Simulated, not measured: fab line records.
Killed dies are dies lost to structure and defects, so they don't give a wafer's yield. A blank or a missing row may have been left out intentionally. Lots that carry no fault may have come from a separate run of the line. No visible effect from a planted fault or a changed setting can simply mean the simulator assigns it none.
What tool caused it? ; flow nand_harc ; 36 wafers from 12 lots sampled at 3 of the route's 1159 steps

## WHAT EACH GAUGE READ, for each wafer
NHARC_P_M0_OVL_MEAS_10: pitch 180 nm.
lot;measured;on;overlay_x_nm (nm)
L074;day 6 05:25;overlay-02;-0.2 -0.8 -0.6
L078;day 6 20:21;overlay-01;1.2 0.6 0.5
L079;day 6 22:05;overlay-02;-0.3 -1.0 -0.1
L081;day 7 22:40;overlay-02;0.1 0.3 -0.2
L082;day 7 23:54;overlay-02;-0.8 -0.6 -0.9
L086;day 8 22:37;overlay-02;1.0 0.0 -0.2
L087;day 8 23:10;overlay-01;-1.6 -0.8 -1.0
L090;day 9 16:28;overlay-01;-0.9 -0.5 -0.6
L091;day 9 23:02;overlay-02;-0.9 -0.5 -0.8
L093;day 10 14:52;overlay-01;-0.6 0.0 -0.6
L094;day 10 20:15;overlay-02;-0.4 -0.9 0.1
L097;day 11 16:23;overlay-01;0.9 0.5 0.4

## EACH LOT AND THE TOOL THAT RAN IT (in order: tool; ch and the chambers of the sampled wafers; start)
lot;NHARC_P_CONTACT_ETCH_31;NHARC_P_CONTACT_STRIP_28
L074;rie_diel-09 ch 0,1,3, day 5 22:35 or earlier;rie_diel-11 ch 0,1,3, day 5 22:35
L078;rie_diel-11 ch 0,1,2, day 6 10:40 or earlier;rie_diel-09 ch 0,1,2, day 6 10:40
L079;rie_diel-11 ch 0,1,3, day 6 18:06 or earlier;rie_diel-09 ch 0,3, day 6 18:06
L081;rie_diel-09 ch 0,2, day 7 18:35 or earlier;rie_diel-02 ch 0,1, day 7 18:35
L082;rie_diel-09 ch 1,2, day 7 19:41 or earlier;rie_diel-09 ch 0,2,3, day 7 19:41
L086;rie_diel-09 ch 0,1,2, day 8 17:53 or earlier;rie_diel-09 ch 0,2,3, day 8 17:53
L087;rie_diel-09 ch 1,2,3, day 8 19:13 or earlier;rie_diel-11 ch 0,1,2, day 8 19:13
L090;rie_diel-09 ch 0,1,3, day 9 13:07 or earlier;rie_diel-11 ch 0,1, day 9 13:07
L091;rie_diel-09 ch 0,1,3, day 9 18:15 or earlier;rie_diel-09 ch 0,1, day 9 18:15
L093;rie_diel-09 ch 0,2,3, day 10 10:11 or earlier;rie_diel-11 ch 1,2,3, day 10 10:11
L094;rie_diel-11 ch 2,3, day 10 16:55 or earlier;rie_diel-11 ch 0,3, day 10 16:55
L097;rie_diel-02 ch 0,3, day 11 09:04 or earlier;rie_diel-11 ch 0,2, day 11 09:04
- NHARC_P_CONTACT_ETCH_31: etches the open film in CH3F/O2, target depth 30 nm, time 85.7 s.
- NHARC_P_CONTACT_STRIP_28: strips in O2.

## THE ANSWER, worked out from the rows above alone
Rule: the usual values come from the lots themselves. The widest of any qualifying gaps counts: lots, ordered by their means at a reading, are off when they make up no more than a third of the lots, leave a main group of 4 or more, and stand apart from it by 3 or more times the standard deviation of that group's means. A main group is skipped when, at the precision printed for the reading in the tables above, its means are all equal. A lot without any number at a reading at which 4 lots or more have one is off too. All remaining lots with rows at the step are treated as sound.
No lot is off at any reading shown: from this, nothing can be told.

## WHAT WAS PUT IN BY THE SIMULATOR
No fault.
